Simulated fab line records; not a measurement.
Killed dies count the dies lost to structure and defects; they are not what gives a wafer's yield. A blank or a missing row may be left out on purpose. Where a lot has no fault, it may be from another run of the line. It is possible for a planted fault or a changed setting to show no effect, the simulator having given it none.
Which tool did it? / flow nand harc / 42 wafers from 14 lots sampled at 5 of the route's 1302 steps

## WHAT THE GAUGES READ, wafer by wafer
NHARC_A_ONON_D2_THK_MEAS_24: measures by ellipsometry.
lot=L297; measured=day 13 06:41; on=film metro-02; thk nm (nm)=1009 1009 1009
lot=L296; measured=day 13 06:42; on=film metro-01; thk nm (nm)=1008 1008 1007
lot=L299; measured=day 14 04:08; on=film metro-02; thk nm (nm)=994 995 995
lot=L300; measured=day 14 17:20; on=film metro-01; thk nm (nm)=996 996 994
lot=L304; measured=day 16 00:49; on=film metro-01; thk nm (nm)=1009 1011 1008
lot=L302; measured=day 16 00:50; on=film metro-02; thk nm (nm)=979 981 976
lot=L303; measured=day 16 06:46; on=film metro-02; thk nm (nm)=995 997 997
lot=L305; measured=day 17 05:53; on=film metro-02; thk nm (nm)=1014 1014 1014
lot=L306; measured=day 17 13:28; on=film metro-01; thk nm (nm)=1005 1005 1005
lot=L308; measured=day 18 13:49; on=film metro-02; thk nm (nm)=998 999 1000
lot=L310; measured=day 19 04:23; on=film metro-01; thk nm (nm)=1012 1011 1011
lot=L312; measured=day 19 16:16; on=film metro-01; thk nm (nm)=993 994 995
lot=L317; measured=day 21 07:16; on=film metro-02; thk nm (nm)=1007 1007 1007
lot=L319; measured=day 22 15:50; on=film metro-01; thk nm (nm)=1008 1008 1007

NHARC_A_ONON_D2_THK_MEAS_30: measures by ellipsometry.
lot=L297; measured=day 13 07:49; on=film metro-02; thk nm (nm)=996 996 995
lot=L296; measured=day 13 07:50; on=film metro-01; thk nm (nm)=990 992 989
lot=L299; measured=day 14 05:16; on=film metro-02; thk nm (nm)=1004 1002 1003
lot=L300; measured=day 14 18:28; on=film metro-01; thk nm (nm)=1008 1011 1011
lot=L304; measured=day 16 01:58; on=film metro-01; thk nm (nm)=993 995 995
lot=L302; measured=day 16 01:59; on=film metro-02; thk nm (nm)=1000 1001 1000
lot=L303; measured=day 16 07:54; on=film metro-02; thk nm (nm)=986 984 986
lot=L305; measured=day 17 07:02; on=film metro-02; thk nm (nm)=999 1000 998
lot=L306; measured=day 17 14:37; on=film metro-01; thk nm (nm)=1015 1016 1017
lot=L308; measured=day 18 14:57; on=film metro-01; thk nm (nm)=1012 1011 1010
lot=L310; measured=day 19 05:31; on=film metro-02; thk nm (nm)=1195 1197 1196 1197 1197 1197
lot=L312; measured=day 19 17:25; on=film metro-01; thk nm (nm)=1202 1201 1200 1202 1200 1202
lot=L317; measured=day 21 08:24; on=film metro-01; thk nm (nm)=988 988 989
lot=L319; measured=day 22 16:58; on=film metro-01; thk nm (nm)=991 991 990

NHARC_END_SORT_01.
lot=L297; measured=day 24 21:59; on=prober-01; killed at array=67 74 61; killed at other=0 1 0; killed at periphery=10 8 6; killed dies=77 83 67; killed open=7 5 4; killed short=1 3 3
lot=L296; measured=day 25 04:09; on=prober-01; killed at array=80 53 49; killed at other=0 0 0; killed at periphery=6 11 4; killed dies=86 64 53; killed open=3 1 5; killed short=2 2 1
lot=L300; measured=day 26 02:26; on=prober-01; killed at array=79 54 63; killed at other=4 2 3; killed at periphery=4 3 1; killed dies=87 59 67; killed open=2 3 5; killed short=4 1 1
lot=L306; measured=day 28 19:39; on=prober-01; killed at array=61 36 46; killed at other=1 1 3; killed at periphery=7 5 8; killed dies=69 42 57; killed open=7 2 4; killed short=5 3 2
lot=L308; measured=day 29 14:52; on=prober-02; killed at array=77 65 65; killed at other=2 0 0; killed at periphery=3 5 2; killed dies=82 70 67; killed open=5 1 1; killed short=7 0 3
lot=L310; measured=day 30 07:34; on=prober-01; killed at array=671 672 674; killed at other=1 1 1; killed at periphery=5 4 2; killed dies=677 677 677; killed open=4 6 0; killed short=5 0 3
lot=L312; measured=day 30 11:41; on=prober-02; killed at array=672 666 666; killed at other=0 0 0; killed at periphery=5 11 11; killed dies=677 677 677; killed open=5 3 7; killed short=1 2 2
lot=L317; measured=day 32 20:26; on=prober-01; killed at array=65 47 63; killed at other=5 2 4; killed at periphery=1 8 5; killed dies=71 57 72; killed open=6 2 2; killed short=4 2 0

## WHAT TOOL EACH LOT RAN ON (gives the tool, then ch and the chambers of the sampled wafers, and finally the start)
lot=L297; NHARC_A_ONON_D2_DEP_28=pecvd onon-04 ch 0, day 13 07:25; NHARC_A_CHANNEL_HOLE_D2_DEP_00=acl dep-01 ch 0, day 13 13:20
lot=L296; NHARC_A_ONON_D2_DEP_28=pecvd onon-03 ch 0, day 13 07:19; NHARC_A_CHANNEL_HOLE_D2_DEP_00=acl dep-02 ch 0, day 13 12:47
lot=L299; NHARC_A_ONON_D2_DEP_28=pecvd onon-01 ch 0, day 14 04:49; NHARC_A_CHANNEL_HOLE_D2_DEP_00=acl dep-03 ch 0, day 14 06:11
lot=L300; NHARC_A_ONON_D2_DEP_28=pecvd onon-01 ch 0, day 14 18:01; NHARC_A_CHANNEL_HOLE_D2_DEP_00=acl dep-01 ch 0, day 14 23:46
lot=L304; NHARC_A_ONON_D2_DEP_28=pecvd onon-04 ch 0, day 16 01:26; NHARC_A_CHANNEL_HOLE_D2_DEP_00=acl dep-03 ch 0, day 16 02:34
lot=L302; NHARC_A_ONON_D2_DEP_28=pecvd onon-01 ch 0, day 16 01:35; NHARC_A_CHANNEL_HOLE_D2_DEP_00=acl dep-02 ch 0, day 16 03:24
lot=L303; NHARC_A_ONON_D2_DEP_28=pecvd onon-03 ch 0, day 16 07:23; NHARC_A_CHANNEL_HOLE_D2_DEP_00=acl dep-03 ch 0, day 16 16:56
lot=L305; NHARC_A_ONON_D2_DEP_28=pecvd onon-03 ch 0, day 17 06:31; NHARC_A_CHANNEL_HOLE_D2_DEP_00=acl dep-03 ch 0, day 17 07:39
lot=L306; NHARC_A_ONON_D2_DEP_28=pecvd onon-01 ch 0, day 17 14:06; NHARC_A_CHANNEL_HOLE_D2_DEP_00=acl dep-03 ch 0, day 17 17:31
lot=L308; NHARC_A_ONON_D2_DEP_28=pecvd onon-01 ch 0, day 18 14:26; NHARC_A_CHANNEL_HOLE_D2_DEP_00=acl dep-01 ch 0, day 18 16:08
lot=L310; NHARC_A_ONON_D2_DEP_28=pecvd onon-01 ch 0, day 19 05:01; NHARC_A_CHANNEL_HOLE_D2_DEP_00=-
lot=L312; NHARC_A_ONON_D2_DEP_28=pecvd onon-01 ch 0, day 19 16:53; NHARC_A_CHANNEL_HOLE_D2_DEP_00=-
lot=L317; NHARC_A_ONON_D2_DEP_28=pecvd onon-03 ch 0, day 21 07:53; NHARC_A_CHANNEL_HOLE_D2_DEP_00=acl dep-01 ch 0, day 21 14:50
lot=L319; NHARC_A_ONON_D2_DEP_28=pecvd onon-04 ch 0, day 22 16:27; NHARC_A_CHANNEL_HOLE_D2_DEP_00=acl dep-03 ch 0, day 22 18:08
- NHARC_A_ONON_D2_DEP_28: target thk 1000 nm.
- NHARC_A_CHANNEL_HOLE_D2_DEP_00: deposits aC, target thk 3100 nm.

## AS READ BY THE TOOLS THEMSELVES (means over the sampled wafers that have a number; for cases with no such wafer, the mark the record gives instead)
NHARC_A_CHANNEL_HOLE_D2_DEP_00.
lot=L297; tool=acl dep-01; throttle valve pct (%)=34.992
lot=L296; tool=acl dep-02; throttle valve pct (%)=35.010
lot=L299; tool=acl dep-03; throttle valve pct (%)=35.004
lot=L300; tool=acl dep-01; throttle valve pct (%)=35.007
lot=L304; tool=acl dep-03; throttle valve pct (%)=35.001
lot=L302; tool=acl dep-02; throttle valve pct (%)=35.003
lot=L303; tool=acl dep-03; throttle valve pct (%)=34.987
lot=L305; tool=acl dep-03; throttle valve pct (%)=34.998
lot=L306; tool=acl dep-03; throttle valve pct (%)=35.005
lot=L308; tool=acl dep-01; throttle valve pct (%)=34.999
lot=L317; tool=acl dep-01; throttle valve pct (%)=34.993
lot=L319; tool=acl dep-03; throttle valve pct (%)=34.995

## THE ANSWER, worked out from the rows above alone
Rule: usual is defined by the lots themselves. Put in order of their means at a reading, lots are off if they are a third of the lots or fewer, leave a main group of 4 or more, and stand apart from it by a gap of 3 or more times the standard deviation of the main group's means; of several such gaps the widest counts. Not used: any main group whose means are identical at the precision the tables above print for the reading. A lot without any number at a reading at which 4 lots or more have one is off too. Where the step has rows for the other lots, those lots are counted as sound. After the gauges, taken in route order, come the tools' own readings; for these a lot's mean is taken, as printed above. At the first step where some lot is off, the reading lying furthest off is the one used; lots without a number count as furthest.
Off at NHARC_A_ONON_D2_THK_MEAS_30 (thk nm): L310, L312. Mean 999 nm and standard deviation 9.3 in the main group.
A tool fits if, at a process step before that reading, it ran every lot that is off, and no sound lot after the first of them. Not tried: the gauges at NHARC_A_ONON_D2_THK_MEAS_30; whatever is off there is also off at NHARC_END_SORT_01, on other tools, and gauge error can't account for it. One fits: NHARC_A_ONON_D2_DEP_28 on pecvd onon-01. A fault onset in the window from L308 (day 18 14:26, its last sound lot) to L310 (day 19 05:01, its first lot off) fits.

## WHAT HAD BEEN PUT IN BY THE SIMULATOR
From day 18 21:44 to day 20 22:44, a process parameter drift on pecvd onon-01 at NHARC_A_ONON_D2_DEP_28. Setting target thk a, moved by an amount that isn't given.
Lots struck among those shown: L310, L312. The same result came from the rule above.
